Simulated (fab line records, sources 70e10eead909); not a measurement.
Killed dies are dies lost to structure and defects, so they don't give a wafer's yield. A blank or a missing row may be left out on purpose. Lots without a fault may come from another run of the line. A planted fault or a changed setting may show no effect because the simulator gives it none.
Which tool did it? | flow nand_harc | 23 lots, 69 wafers sampled, at 6 steps of a route of 1159

WHAT THE GAUGES READ, wafer by wafer
The record holds no reading of a measuring or inspecting step that can be judged against a usual standard deviation.

WHICH TOOL RAN EACH LOT (tool, then ch and the chambers of the sampled wafers, then the start)
lot  | NHARC_A_SLIT_DEP_00           | NHARC_A_CONTACT_ETCH_50                       | NHARC_A_CONTACT_ETCH_112             | NHARC_A_CONTACT_ETCH_121             | NHARC_A_CONTACT_ETCH_96                     | NHARC_A_CONTACT_ETCH_77
L074 | acl_dep-03 ch 0, day 14 09:32 | rie_diel-06 ch 0,3, day 16 14:08 or earlier   | har_cap_etch-03 ch 0,1, day 16 14:08 | har_cap_etch-03 ch 0,1, day 16 14:56 | rie_diel-05 ch 0,3, no start                | rie_diel-05 ch 0,3, no start
L076 | acl_dep-02 ch 0, day 14 09:34 | rie_diel-06 ch 0,2,3, day 16 16:34 or earlier | har_cap_etch-03 ch 0,1, day 16 16:34 | har_cap_etch-03 ch 0,1, day 16 17:23 | rie_diel-11 ch 0,1,3, no start              | rie_diel-11 ch 1,2,3, no start
L075 | acl_dep-01 ch 0, day 14 09:52 | rie_diel-05 ch 1,2,3, day 16 13:56 or earlier | har_cap_etch-02 ch 0,1, day 16 13:56 | har_cap_etch-02 ch 0,1, day 16 14:45 | rie_diel-05 ch 1,2,3, no start              | rie_diel-11 ch 1,2,3, no start
L078 | acl_dep-03 ch 0, day 14 19:33 | rie_diel-11 ch 2,3, day 17 04:37 or earlier   | har_cap_etch-03 ch 0,1, day 17 04:37 | har_cap_etch-03 ch 0,1, day 17 05:26 | rie_diel-11 ch 0,1,3, day 17 06:22          | rie_diel-06 ch 1,2,3, no start
L079 | acl_dep-02 ch 0, day 14 19:57 | rie_diel-11 ch 1,2,3, day 17 02:10 or earlier | har_cap_etch-03 ch 0,1, day 17 02:10 | har_cap_etch-03 ch 0,1, day 17 02:59 | rie_diel-05 ch 1,2, no start                | rie_diel-11 ch 0,2,3, no start
L077 | acl_dep-01 ch 0, day 14 20:02 | rie_diel-05 ch 0,3, day 17 10:16 or earlier   | har_cap_etch-03 ch 0, day 17 10:16   | har_cap_etch-03 ch 0, day 17 11:05   | rie_diel-11 ch 0,3, day 17 12:05            | rie_diel-05 ch 1,2,3, no start
L080 | acl_dep-02 ch 0, day 15 08:26 | rie_diel-11 ch 0,3, day 17 17:57 or earlier   | har_cap_etch-03 ch 0,1, day 17 17:57 | har_cap_etch-03 ch 0,1, day 17 18:46 | rie_diel-05 ch 1,2,3, no start              | rie_diel-05 ch 0,2,3, no start
L082 | acl_dep-03 ch 0, day 15 09:17 | rie_diel-05 ch 1,2, day 17 19:59 or earlier   | har_cap_etch-01 ch 0,1, day 17 19:59 | har_cap_etch-01 ch 0,1, day 17 20:48 | rie_diel-05 ch 0,2, no start                | rie_diel-11 ch 0,1, no start
L081 | acl_dep-03 ch 0, day 16 00:16 | rie_diel-06 ch 0,2, day 18 04:08 or earlier   | har_cap_etch-03 ch 0,1, day 18 04:08 | har_cap_etch-03 ch 0,1, day 18 04:56 | rie_diel-05 ch 0,2,3, no start              | rie_diel-11 ch 0,1,3, no start
L084 | acl_dep-02 ch 0, day 16 13:14 | rie_diel-11 ch 1,2,3, day 18 20:05 or earlier | har_cap_etch-02 ch 0, day 18 20:05   | har_cap_etch-02 ch 0, day 18 20:54   | rie_diel-05 ch 0,3, day 19 02:12 or earlier | rie_diel-06 ch 0,2, day 19 02:12
L083 | acl_dep-03 ch 0, day 16 13:32 | rie_diel-05 ch 1,2, day 18 18:14 or earlier   | har_cap_etch-01 ch 0,1, day 18 18:14 | har_cap_etch-01 ch 0,1, day 18 19:04 | rie_diel-06 ch 0,1, day 18 20:04            | rie_diel-11 ch 2,3, no start
L087 | acl_dep-01 ch 0, day 17 07:04 | rie_diel-05 ch 0,2,3, day 19 09:58 or earlier | har_cap_etch-03 ch 0,1, day 19 09:58 | har_cap_etch-03 ch 0,1, day 19 11:03 | rie_diel-05 ch 0,1,2, no start              | rie_diel-11 ch 0,1,2, no start
L085 | acl_dep-03 ch 0, day 17 07:05 | rie_diel-11 ch 0,2, day 19 04:37 or earlier   | har_cap_etch-03 ch 0, day 19 04:37   | har_cap_etch-03 ch 0, day 19 05:26   | rie_diel-05 ch 0,1,2, no start              | rie_diel-05 ch 0,1,2, no start
L088 | acl_dep-02 ch 0, day 17 08:01 | rie_diel-11 ch 0,1,3, day 19 07:38 or earlier | har_cap_etch-01 ch 0,1, day 19 07:38 | har_cap_etch-01 ch 0,1, day 19 08:28 | rie_diel-11 ch 1,2, no start                | rie_diel-11 ch 2,3, no start
L086 | acl_dep-03 ch 0, day 17 13:47 | rie_diel-05 ch 0,1,3, day 19 15:38 or earlier | har_cap_etch-03 ch 0,1, day 19 15:38 | har_cap_etch-03 ch 0,1, day 19 16:26 | rie_diel-06 ch 0,1,2, day 19 17:22          | rie_diel-05 ch 0,1,2, no start
L090 | acl_dep-02 ch 0, day 18 05:31 | rie_diel-11 ch 1,2, day 20 09:20 or earlier   | har_cap_etch-03 ch 1, day 20 09:20   | har_cap_etch-03 ch 1, day 20 10:09   | rie_diel-11 ch 1,2,3, no start              | rie_diel-11 ch 1,2,3, no start
L091 | acl_dep-01 ch 0, day 18 07:19 | rie_diel-11 ch 0,2,3, day 20 11:15 or earlier | har_cap_etch-02 ch 0,1, day 20 11:15 | har_cap_etch-02 ch 0,1, day 20 12:04 | rie_diel-06 ch 1,3, day 20 13:13            | rie_diel-11 ch 1,2, no start
L093 | acl_dep-01 ch 0, day 18 12:42 | rie_diel-06 ch 0,1, day 20 16:23              | har_cap_etch-02 ch 0,1, day 20 17:28 | har_cap_etch-02 ch 0,1, day 20 18:17 | rie_diel-06 ch 0,1, day 20 19:13            | rie_diel-06 ch 0,1, no start
L094 | acl_dep-02 ch 0, day 18 13:28 | rie_diel-06 ch 0,1, day 20 14:26 or earlier   | har_cap_etch-03 ch 0, day 20 14:26   | har_cap_etch-03 ch 0, day 20 15:16   | rie_diel-11 ch 2,3, day 20 16:17            | rie_diel-06 ch 0,2, no start
L092 | acl_dep-02 ch 0, day 19 04:02 | rie_diel-11 ch 0,1,3, day 21 10:58 or earlier | har_cap_etch-02 ch 0,1, day 21 10:58 | har_cap_etch-02 ch 0,1, day 21 11:47 | rie_diel-06 ch 0,2,3, no start              | rie_diel-06 ch 0,2,3, no start
L095 | acl_dep-02 ch 0, day 19 17:17 | rie_diel-11 ch 0,1,3, day 21 16:52 or earlier | har_cap_etch-03 ch 0,1, day 21 16:52 | har_cap_etch-03 ch 0,1, day 21 17:41 | rie_diel-11 ch 0,2,3, no start              | rie_diel-11 ch 2,3, no start
L096 | acl_dep-02 ch 0, day 20 04:10 | rie_diel-06 ch 0,3, day 22 06:24 or earlier   | har_cap_etch-01 ch 0,1, day 22 06:24 | har_cap_etch-01 ch 0,1, day 22 07:13 | rie_diel-11 ch 0,3, no start                | rie_diel-05 ch 0,1,3, no start
L097 | acl_dep-03 ch 0, day 20 05:10 | rie_diel-11 ch 1,2,3, day 22 05:51 or earlier | har_cap_etch-02 ch 0,1, day 22 05:51 | har_cap_etch-02 ch 0,1, day 22 06:40 | rie_diel-11 ch 2,3, no start                | rie_diel-06 ch 0,2,3, no start
- NHARC_A_SLIT_DEP_00: deposits aC, target thk 3200 nm.
- NHARC_A_CONTACT_ETCH_50: etches the open film in CF4/CHF3, target depth 84.7 nm, time 42.4 s.
- NHARC_A_CONTACT_ETCH_112: etches the open film in C4F8/O2/Ar, time 94 s, target depth 922 nm.
- NHARC_A_CONTACT_ETCH_121: etches the open film in C4F8/O2/Ar, time 94 s, target depth 922 nm.
- NHARC_A_CONTACT_ETCH_96: etches the open film in C4F6/O2, target depth 20 nm, time 10 s.
- NHARC_A_CONTACT_ETCH_77: etches the open film in CF4/CHF3, target depth 72.6 nm, time 36.3 s.

WHAT THE TOOLS THEMSELVES READ (means of the sampled wafers that have a number; where no wafer has one, the mark that the record gives instead)
NHARC_A_SLIT_DEP_00. Usual: throttle_valve_pct 35.000 %, standard deviation 0.0081.
lot  | tool       | throttle_valve_pct (%) | flag
L074 | acl_dep-03 | 35.006                 |
L076 | acl_dep-02 | 35.005                 |
L075 | acl_dep-01 | 34.993                 |
L078 | acl_dep-03 | 35.003                 |
L079 | acl_dep-02 | 34.996                 |
L077 | acl_dep-01 | 35.004                 |
L080 | acl_dep-02 | 35.001                 |
L082 | acl_dep-03 | 34.996                 |
L081 | acl_dep-03 | 34.998                 |
L084 | acl_dep-02 | 34.989                 |
L083 | acl_dep-03 | 34.998                 |
L087 | acl_dep-01 | 34.997                 |
L085 | acl_dep-03 | 35.008                 |
L088 | acl_dep-02 | 35.002                 |
L086 | acl_dep-03 | 34.999                 |
L090 | acl_dep-02 | 35.007                 |
L091 | acl_dep-01 | 35.004                 |
L093 | acl_dep-01 | 35.003                 |
L094 | acl_dep-02 | 34.998                 |
L092 | acl_dep-02 | 35.000                 |
L095 | acl_dep-02 | 34.993                 |
L096 | acl_dep-02 | 34.996                 |
L097 | acl_dep-03 | 35.000                 |

NHARC_A_CONTACT_ETCH_50. Usual: cf4_flow_sccm 100.0 sccm, standard deviation 0.3; drypump_motor_current_A 5.6 A, standard deviation 0.3; mfc_ar_sccm 0.010 sccm, standard deviation 0.012; oes_product_au 0.950 a.u., standard deviation 0.025; rf_vpp_V 369.7 V, standard deviation 2.5; showerhead_plenum_p_Torr 1.55 Torr, standard deviation 0.073; throttle_valve_pct 16.803 %, standard deviation 0.0087.
lot  | tool        | cf4_flow_sccm (sccm) | drypump_motor_current_A (A) | mfc_ar_sccm (sccm) | oes_product_au (a.u.) | rf_vpp_V (V) | showerhead_plenum_p_Torr (Torr) | throttle_valve_pct (%) | flag
L074 | rie_diel-06 | 99.9                 | 5.6                         | 0.000              | 0.913                 | 370.6        | 1.58                            | 16.799                 |
L076 | rie_diel-06 | 99.7                 | 5.7                         | 0.000              | 0.908                 | 368.8        | 1.54                            | 16.803                 |
L075 | rie_diel-05 | 99.8                 | 5.5                         | 0.012              | 0.965                 | 372.2        | 1.63                            | 16.807                 |
L078 | rie_diel-11 | 99.6                 | 5.2                         | 0.008              | 0.964                 | 369.5        | 1.53                            | 16.800                 |
L079 | rie_diel-11 | 100.0                | 5.4                         | 0.007              | 0.976                 | 369.2        | 1.52                            | 16.811                 |
L077 | rie_diel-05 | 100.0                | 5.5                         | 0.027              | 0.984                 | 372.1        | 1.62                            | 16.806                 |
L080 | rie_diel-11 | 99.9                 | 5.5                         | 0.029              | 0.929                 | 366.7        | 1.47                            | 16.802                 |
L082 | rie_diel-05 | 99.9                 | 5.6                         | 0.001              | 0.955                 | 371.4        | 1.61                            | 16.800                 |
L081 | rie_diel-06 | 100.2                | 5.8                         | 0.000              | 0.924                 | 367.6        | 1.49                            | 16.806                 |
L084 | rie_diel-11 | 100.0                | 5.4                         | 0.007              | 0.945                 | 369.2        | 1.52                            | 16.791                 |
L083 | rie_diel-05 | 100.1                | 5.6                         | 0.001              | 0.934                 | 371.7        | 1.61                            | 16.806                 |
L087 | rie_diel-05 | 100.3                | 5.6                         | 0.016              | 0.954                 | 371.0        | 1.60                            | 16.796                 |
L085 | rie_diel-11 | 100.0                | 5.5                         | 0.027              | 0.955                 | 367.9        | 1.49                            | 16.805                 |
L088 | rie_diel-11 | 100.1                | 5.5                         | 0.018              | 0.968                 | 367.8        | 1.49                            | 16.812                 |
L086 | rie_diel-05 | 99.7                 | 5.5                         | 0.017              | 0.930                 | 370.1        | 1.57                            | 16.803                 |
L090 | rie_diel-11 | 100.0                | 5.4                         | 0.005              | 0.973                 | 369.6        | 1.54                            | 16.803                 |
L091 | rie_diel-11 | 99.9                 | 5.3                         | 0.019              | 0.977                 | 367.9        | 1.50                            | 16.803                 |
L093 | rie_diel-06 | 99.7                 | 5.6                         | 0.001              | 0.932                 | 373.0        | 1.65                            | 16.809                 |
L094 | rie_diel-06 | 99.7                 | 5.6                         | 0.001              | 0.947                 | 373.0        | 1.65                            | 16.798                 |
L092 | rie_diel-11 | 99.8                 | 5.5                         | 0.018              | 0.950                 | 367.9        | 1.49                            | 16.796                 |
L095 | rie_diel-11 | 99.9                 | 5.5                         | 0.018              | 0.980                 | 367.5        | 1.49                            | 16.789                 |
L096 | rie_diel-06 | 99.9                 | 5.5                         | 0.000              | 0.965                 | 373.6        | 1.67                            | 16.795                 |
L097 | rie_diel-11 | 100.0                | 5.4                         | 0.007              | 0.973                 | 368.5        | 1.52                            | 16.806                 |

NHARC_A_CONTACT_ETCH_96. Usual: c4f6_flow_sccm 25.00 sccm, standard deviation 0.071; drypump_motor_current_A 5.57 A, standard deviation 0.29; mfc_ar_sccm 500.1 sccm, standard deviation 1.5; oes_product_au 0.979 a.u., standard deviation 0.028; rf_vpp_V 546 V, standard deviation 3.9; showerhead_plenum_p_Torr 3.90 Torr, standard deviation 0.19; throttle_valve_pct 26.902 %, standard deviation 0.0088.
lot  | tool        | c4f6_flow_sccm (sccm) | drypump_motor_current_A (A) | mfc_ar_sccm (sccm) | oes_product_au (a.u.) | rf_vpp_V (V) | showerhead_plenum_p_Torr (Torr) | throttle_valve_pct (%) | flag
L074 | rie_diel-05 | 24.99                 | 5.46                        | 499.7              | 1.004                 | 549          | 4.04                            | 26.903                 |
L076 | rie_diel-11 | 25.03                 | 5.52                        | 500.8              | 1.007                 | 544          | 3.73                            | 26.903                 |
L075 | rie_diel-05 | 24.94                 | 5.51                        | 499.7              | 0.953                 | 549          | 4.05                            | 26.897                 |
L078 | rie_diel-11 | 24.96                 | 5.52                        | 497.7              | 0.960                 | 544          | 3.73                            | 26.905                 |
L079 | rie_diel-05 | 25.03                 | 5.64                        | 501.7              | 0.998                 | 551          | 4.02                            | 26.906                 |
L077 | rie_diel-11 | 24.96                 | 5.29                        | 499.6              | 1.007                 | 541          | 3.70                            | 26.911                 |
L080 | rie_diel-05 | 25.01                 | 5.52                        | 499.0              | 1.010                 | 549          | 4.04                            | 26.905                 |
L082 | rie_diel-05 | 24.95                 | 5.69                        | 501.3              | 0.950                 | 549          | 3.97                            | 26.911                 |
L081 | rie_diel-05 | 25.00                 | 5.61                        | 501.4              | 1.008                 | 549          | 4.00                            | 26.890                 |
L084 | rie_diel-05 | 24.94                 | 5.47                        | 500.4              | 1.016                 | 549          | 4.02                            | 26.905                 |
L083 | rie_diel-06 | 25.07                 | 5.67                        | 499.7              | 0.995                 | 551          | 4.12                            | 26.895                 |
L087 | rie_diel-05 | 24.99                 | 5.60                        | 500.2              | 0.939                 | 547          | 3.88                            | 26.896                 |
L085 | rie_diel-05 | 25.00                 | 5.60                        | 499.4              | 0.993                 | 546          | 3.88                            | 26.906                 |
L088 | rie_diel-11 | 24.94                 | 5.40                        | 501.8              | 0.954                 | 545          | 3.85                            | 26.903                 |
L086 | rie_diel-06 | 25.02                 | 5.85                        | 500.4              | 0.999                 | 548          | 3.95                            | 26.898                 |
L090 | rie_diel-11 | 24.98                 | 5.38                        | 500.5              | 0.952                 | 545          | 3.80                            | 26.902                 |
L091 | rie_diel-06 | 25.03                 | 5.87                        | 500.3              | 0.987                 | 549          | 4.01                            | 26.906                 |
L093 | rie_diel-06 | 25.04                 | 5.86                        | 500.9              | 0.940                 | 548          | 4.00                            | 26.907                 |
L094 | rie_diel-11 | 25.02                 | 5.19                        | 498.5              | 1.008                 | 544          | 3.81                            | 26.897                 |
L092 | rie_diel-06 | 25.02                 | 5.74                        | 500.7              | 0.990                 | 549          | 4.01                            | 26.902                 |
L095 | rie_diel-11 | 25.05                 | 5.33                        | 501.2              | 0.952                 | 544          | 3.74                            | 26.904                 |
L096 | rie_diel-11 | 25.02                 | 5.29                        | 499.9              | 1.002                 | 542          | 3.69                            | 26.905                 |
L097 | rie_diel-11 | 25.01                 | 5.17                        | 501.4              | 0.936                 | 544          | 3.76                            | 26.901                 |

NHARC_A_CONTACT_ETCH_77. Usual: cf4_flow_sccm 100.01 sccm, standard deviation 0.29; drypump_motor_current_A 5.6 A, standard deviation 0.3; mfc_ar_sccm 0.011 sccm, standard deviation 0.013; oes_product_au 0.939 a.u., standard deviation 0.022; rf_vpp_V 369.6 V, standard deviation 2.5; showerhead_plenum_p_Torr 1.55 Torr, standard deviation 0.072; throttle_valve_pct 16.803 %, standard deviation 0.0088.
lot  | tool        | cf4_flow_sccm (sccm) | drypump_motor_current_A (A) | mfc_ar_sccm (sccm) | oes_product_au (a.u.) | rf_vpp_V (V) | showerhead_plenum_p_Torr (Torr) | throttle_valve_pct (%) | flag
L074 | rie_diel-05 | 99.97                | 5.5                         | 0.027              | 0.929                 | 372.2        | 1.62                            | 16.803                 |
L076 | rie_diel-11 | 100.21               | 5.4                         | 0.007              | 0.923                 | 368.9        | 1.52                            | 16.797                 |
L075 | rie_diel-11 | 99.80                | 5.4                         | 0.007              | 0.930                 | 368.7        | 1.52                            | 16.805                 |
L078 | rie_diel-06 | 99.86                | 6.0                         | 0.001              | 0.913                 | 370.6        | 1.57                            | 16.800                 |
L079 | rie_diel-11 | 100.06               | 5.3                         | 0.019              | 0.926                 | 368.0        | 1.50                            | 16.808                 |
L077 | rie_diel-05 | 99.99                | 5.5                         | 0.012              | 0.934                 | 372.0        | 1.62                            | 16.797                 |
L080 | rie_diel-05 | 100.05               | 5.6                         | 0.016              | 0.930                 | 371.5        | 1.60                            | 16.802                 |
L082 | rie_diel-11 | 99.98                | 5.7                         | 0.015              | 0.956                 | 368.7        | 1.51                            | 16.817                 |
L081 | rie_diel-11 | 100.29               | 5.5                         | 0.018              | 0.934                 | 367.3        | 1.49                            | 16.803                 |
L084 | rie_diel-06 | 99.87                | 5.8                         | 0.000              | 0.987                 | 369.7        | 1.57                            | 16.805                 |
L083 | rie_diel-11 | 99.61                | 5.2                         | 0.008              | 0.978                 | 369.4        | 1.53                            | 16.814                 |
L087 | rie_diel-11 | 99.90                | 5.5                         | 0.016              | 0.973                 | 368.6        | 1.51                            | 16.802                 |
L085 | rie_diel-05 | 100.01               | 5.6                         | 0.006              | 0.925                 | 369.8        | 1.56                            | 16.808                 |
L088 | rie_diel-11 | 100.02               | 5.1                         | 0.010              | 0.930                 | 368.8        | 1.51                            | 16.811                 |
L086 | rie_diel-05 | 100.19               | 5.6                         | 0.006              | 0.925                 | 369.0        | 1.56                            | 16.803                 |
L090 | rie_diel-11 | 99.78                | 5.4                         | 0.007              | 0.960                 | 369.3        | 1.52                            | 16.801                 |
L091 | rie_diel-11 | 100.21               | 5.4                         | 0.005              | 0.920                 | 369.4        | 1.54                            | 16.808                 |
L093 | rie_diel-06 | 100.43               | 5.9                         | 0.003              | 0.913                 | 371.3        | 1.60                            | 16.796                 |
L094 | rie_diel-06 | 100.00               | 5.8                         | 0.000              | 0.932                 | 370.6        | 1.56                            | 16.805                 |
L092 | rie_diel-06 | 100.08               | 5.7                         | 0.000              | 0.968                 | 371.1        | 1.61                            | 16.803                 |
L095 | rie_diel-11 | 99.61                | 5.1                         | 0.010              | 0.975                 | 368.7        | 1.51                            | 16.806                 |
L096 | rie_diel-05 | 99.81                | 5.5                         | 0.017              | 0.927                 | 369.1        | 1.56                            | 16.789                 |
L097 | rie_diel-06 | 100.00               | 5.7                         | 0.000              | 0.928                 | 371.5        | 1.60                            | 16.800                 |

THE ANSWER, worked out from the rows above alone
Rule: a lot is off if the mean of its wafers that have a number lies more than 3 standard deviations from the usual mean. A lot without any number at a reading at which 4 lots or more have one is off too. The other lots that the step has rows for count as sound. The gauges are gone through in route order, then the tools' own readings, and for those a lot's mean is taken as printed above. The first step at which some lot is off is used, and at that step the reading that is off furthest; a lot without a number counts as furthest.
No lot is off at any reading shown: from this, nothing can be told.

WHAT THE SIMULATOR HAD PUT IN
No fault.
